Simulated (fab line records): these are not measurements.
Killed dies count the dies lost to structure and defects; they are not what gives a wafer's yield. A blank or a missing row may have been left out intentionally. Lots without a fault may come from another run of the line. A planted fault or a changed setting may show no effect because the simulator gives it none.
Split-lot study | flow n5 finfet | on a route of 1938 steps: 7 lots, 21 wafers read

## THE SPLIT ITSELF
At N5_BEOL_M12_ILD_DEP_00 (deposits SiOC from DEMS/O2, target thk 658.92 nm, time 130.7 s), the setting time s was moved away from the recipe's 130.7 s on 7 of the 21 wafers read, by -13.9% to +10.7%. For the rest of the wafers, this setting stayed at what the recipe calls for.

No step appears in the file between the split and the reading.

## THE READING
M12_ILD_THK (nm), taken at N5_BEOL_M12_THK_MEAS_01. On this fab line, fault-free wafers typically give 660 nm with a standard deviation of 7.8 nm.

wafer  | tool, chamber at the split | time s as run, s | against the recipe | M12_ILD_THK, nm | against lot-mates on the recipe
L074.3 | pecvd-04, 1                | 130.7            | recipe             | 663             | -
L074.4 | pecvd-04, 2                | 112.5            | -13.9%             | 574             | -94
L074.6 | pecvd-04, 1                | 130.7            | recipe             | 672             | -
L076.3 | pecvd-02, 2                | 113.9            | -12.9%             | 568             | -95
L076.4 | pecvd-02, 2                | 130.7            | recipe             | 658             | -
L076.6 | pecvd-02, 0                | 130.7            | recipe             | 668             | -
L081.2 | pecvd-04, 1                | 130.7            | recipe             | 664             | -
L081.3 | pecvd-04, 2                | 141.8            | +8.5%              | 718             | +54
L081.4 | pecvd-04, 0                | 141.8            | +8.5%              | 726             | +62
L084.3 | pecvd-02, 0                | 130.7            | recipe             | 653             | -
L084.4 | pecvd-02, 0                | 130.7            | recipe             | 673             | -
L084.5 | pecvd-02, 2                | 130.7            | recipe             | 671             | -
L094.4 | pecvd-03, 0                | 130.7            | recipe             | 660             | -
L094.5 | pecvd-03, 2                | 130.7            | recipe             | 668             | -
L094.6 | pecvd-03, 1                | 116.3            | -11.0%             | 606             | -58
L096.4 | pecvd-02, 2                | 144.7            | +10.7%             | 732             | +67
L096.5 | pecvd-02, 1                | 144.7            | +10.7%             | 728             | +63
L096.6 | pecvd-02, 0                | 130.7            | recipe             | 665             | -
L095.1 | pecvd-02, 1                | 130.7            | recipe             | 651             | -
L095.4 | pecvd-02, 2                | 130.7            | recipe             | 654             | -
L095.5 | pecvd-02, 1                | 130.7            | recipe             | 662             | -

THE FIT
A straight line over all 21 wafers: M12_ILD_THK changes by +6.47 nm for each +1% of time s; r = +0.99; the points scatter about the line by 7.6 nm.
The same after taking each lot's own level away (the mean of its wafers on the recipe; 21 wafers): +6.49 nm for each +1%; r = +0.99; scatter 6.7 nm.
That fit puts the effect of the largest move of time s on the reading at 90 nm.
Measured against the standard deviation above, the lots' own levels, which go from 655.7 to 667.5 nm, span 1.5 times it.
So the lot-to-lot level changes the slope little: the two slopes agree.
Check: with one of the wafers moved furthest among these (-13.9%) left out of the fit, the line predicts -89.4 nm for it against its lot-mates. Against them it came out at -93.5 nm.

## THE OTHER SPLITS THESE WAFERS WENT THROUGH
Other splits were also applied to these wafers ahead of the reading. Each is held against what the fit with the lots' levels taken away leaves over:
other split on the same wafers | wafers away from the commonest value | r with M12_ILD_THK (lot level and that fit taken away)
N5_BEOL_M9_DESCUM_16 time s    | 7                                    | -0.28
N5_BEOL_M10_ILD_DEP_00 time s  | 2                                    | -0.16
N5_BEOL_M11_ETCH_66 time s     | 9                                    | +0.19
N5_BEOL_M11_VIA_ETCH_34 time s | 7                                    | +0.30

## THE WHOLE CHAIN: every reading that the file lists as answering this split, in the file's order
step                    | what it does                                                   | reading                                                                             | change (the file's fit)              | r (the file's)
N5_BEOL_M12_ILD_DEP_00  | deposits SiOC from DEMS/O2, target thk 658.92 nm, time 130.7 s | SiOC_of_BEOL_M12_ILD_DEP_00.thk nm (the simulator's own value, which no gauge read) | +6.48 nm for each +1% of the setting | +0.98
N5_BEOL_M12_THK_MEAS_01 |                                                                | M12_ILD_THK                                                                         | +6.51 for each +1% of the setting    | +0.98
N5_BEOL_M12_VIA_ETCH_16 | etches SiOC in C4F8/O2/Ar, target depth 724.8 nm               | etch.depth nm (the simulator's own value, which no gauge read)                      | +6.48 nm for each +1% of the setting | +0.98
N5_BEOL_M12_VIA_ETCH_16 | etches SiOC in C4F8/O2/Ar, target depth 724.8 nm               | coat_of_BEOL_M12_COAT_04.thk nm (the simulator's own value, which no gauge read)    | -1.86 nm for each +1% of the setting | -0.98
N5_BEOL_M12_STRIP_63    | strips in N2/H2                                                | strip time to endpoint s                                                            | withheld for each +1% of the setting | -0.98

## THE FILE'S OWN FIT
M12_ILD_THK changes by +6.51 nm for each +1% of time s, r = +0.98.
